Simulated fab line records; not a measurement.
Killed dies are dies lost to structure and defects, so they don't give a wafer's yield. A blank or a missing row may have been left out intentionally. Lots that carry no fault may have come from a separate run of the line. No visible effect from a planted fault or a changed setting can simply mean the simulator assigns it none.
Struck lot and sound lot, side by side ; flow n5 finfet ; 24 out of 1938 route steps
Sound: these wafers, L933.1, L933.3, L933.6. Struck: wafers L942.1, L942.4, L942.6. The cause comes at the end.
Order at every step that has rows: each side's tool, ch and its chambers, its first start. Under that, the readings that differ: sound wafers ; struck wafers ; difference of the means ; sigmas: that difference in standard deviations of wafers without a fault.
alike: readings with means less than 2 such deviations apart, plus words and numbers identical on both sides. not compared: withheld readings, readings lacking a value on some wafer, bounds such as >300 that could conceal the same value, and numbers that have no deviation in the record and whose values overlap.
A row with sigmas, a row that says differs or no value, or rows on one side alone: a step with any of these is where the two part. Numbers that don't overlap but have no deviation are shown without sigmas and don't part them. A reading that every wafer of one side lacks parts them only if that side has two wafers or more.

first, 12 steps without rows for these wafers: N5_DUMMY_REMOVAL_PRECLEAN_04 (cleans in DHF, time 37 s); N5_DUMMY_REMOVAL_SRD_05 (time 30 s); N5_HKMG_FIN_IL_REGROW_00 (material SiO2, chemistry O3, target thk 0.75 nm, time 30 s); N5_HKMG_FIN_HK_ALD_01 (deposits HfO2, target thk 1.6 nm, pulse time 3 s, purge time 3 s); N5_HKMG_FIN_HK_ANNEAL_02 (time 30 s); N5_HKMG_FIN_ALD_74 (deposits La2O3, target thk 0.5 nm, pulse time 6 s, co reactant pulse time 1 s); N5_HKMG_FIN_ALD_75 (deposits Al2O3, target thk 1 nm, co reactant pulse time 1 s); N5_HKMG_FIN_COAT_41 (time 60 s, resist thk 300 nm); N5_HKMG_FIN_COAT_42 (time 60 s, resist thk 35 nm); N5_HKMG_FIN_COAT_43 (resist thk 90 nm); N5_HKMG_FIN_EBR_45; N5_HKMG_FIN_SOFTBAKE_44 (time 60 s).
N5_HKMG_FIN_EXPOSE_46: exposes mask NDIPOLE.
  sound on arfi scanner-03 ch 0, day 5 03:35; struck on arfi scanner-03 ch 0, day 7 14:28
reading;sound;struck;difference;sigmas
exposure dose mJ cm2;40.00 40.00 39.99;41.77 41.73 41.76;+1.76;+46
  alike: mask, stage vel mm s
then, 2 steps without rows for these wafers: N5_HKMG_FIN_PEB_47 (peb time 60 s); N5_HKMG_FIN_DEVELOP_48 (develop time 30 s).
N5_HKMG_FIN_CD_MEAS_49: target cd 202 nm.
  sound on cd sem-03 ch 0, day 5 03:42; struck on cd sem-03 ch 0, day 7 14:35
reading;sound;struck;difference;sigmas
cd nm (nm);201.3 201.2 201.5;205.7 204.5 205.4;+3.9;+7
then, 1 step without rows for these wafers: N5_HKMG_FIN_DESCUM_53 (chemistry O2, time 7.9 s).
N5_HKMG_FIN_ETCH_54: etches SiARC in CF4, target depth 45.5 nm, time 75.8 s.
  sound on rie diel-05 ch 2,3, day 5 03:56; struck on rie diel-05 ch 1,3, day 7 14:44
reading;sound;struck;difference;sigmas
model.HKMG_FIN.cd offset nm (nm);-0.4 -0.6 -0.8;3.4 2.6 3.2;+3.7;
  alike: drypump motor current A, etch rf on time s, oes product au, rf vpp V, showerhead plenum p Torr, throttle valve pct
  not compared: rf hours counter h
then, 3 steps without rows for these wafers: N5_HKMG_FIN_ETCH_55 (etches SOC in N2/H2, target depth 240 nm, time 300 s); N5_HKMG_FIN_STRIP_56 (strips in N2/H2); N5_HKMG_FIN_STRIP_57 (strips in CF4).
N5_HKMG_FIN_ETCH_58: etches SOC in N2/H2, target depth 215.8 nm, time 741 s.
  sound on rie diel-05 ch 2,3, day 5 04:12; struck on rie diel-05 ch 1,3, day 7 15:08
reading;sound;struck;difference;sigmas
model.HKMG_FIN.cd offset nm (nm);-0.2 -0.6 -0.6;3 2.6 3.4;+3;
  alike: drypump motor current A, oes product au, rf vpp V, showerhead plenum p Torr, throttle valve pct
  not compared: rf hours counter h
then, 1 step without rows for these wafers: N5_HKMG_FIN_STRIP_93 (strips SOC in N2/H2, time 20 s).
-- here the record skips 4 days between the struck wafers' starts before and after, leaving off in module HKMG_FIN and picking up in module BEOL_M4 (first step shown: number 1111 of the route) --
N5_BEOL_M4_RC_MEAS_101:
  sound on prober-02 ch 0, day 9 02:18; struck on prober-02 ch 0, day 11 21:25
  alike: DIBL_N, DIBL_P, IOFF_N, IOFF_P, ION_N, ION_P, SS_N, SS_P, VT_N, VT_P

## WHERE THEY PART
Last at N5_HKMG_FIN_CD_MEAS_49 as far as this record goes, first at N5_HKMG_FIN_EXPOSE_46. Later steps at which nothing parts them and some readings are alike: N5_HKMG_FIN_ETCH_54, N5_HKMG_FIN_ETCH_58, N5_BEOL_M4_RC_MEAS_101.

WHY: what the simulator had put in
Drift in process parameters on arfi scanner-03 at N5_HKMG_FIN_EXPOSE_46, starting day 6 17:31. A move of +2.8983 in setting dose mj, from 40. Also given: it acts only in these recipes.
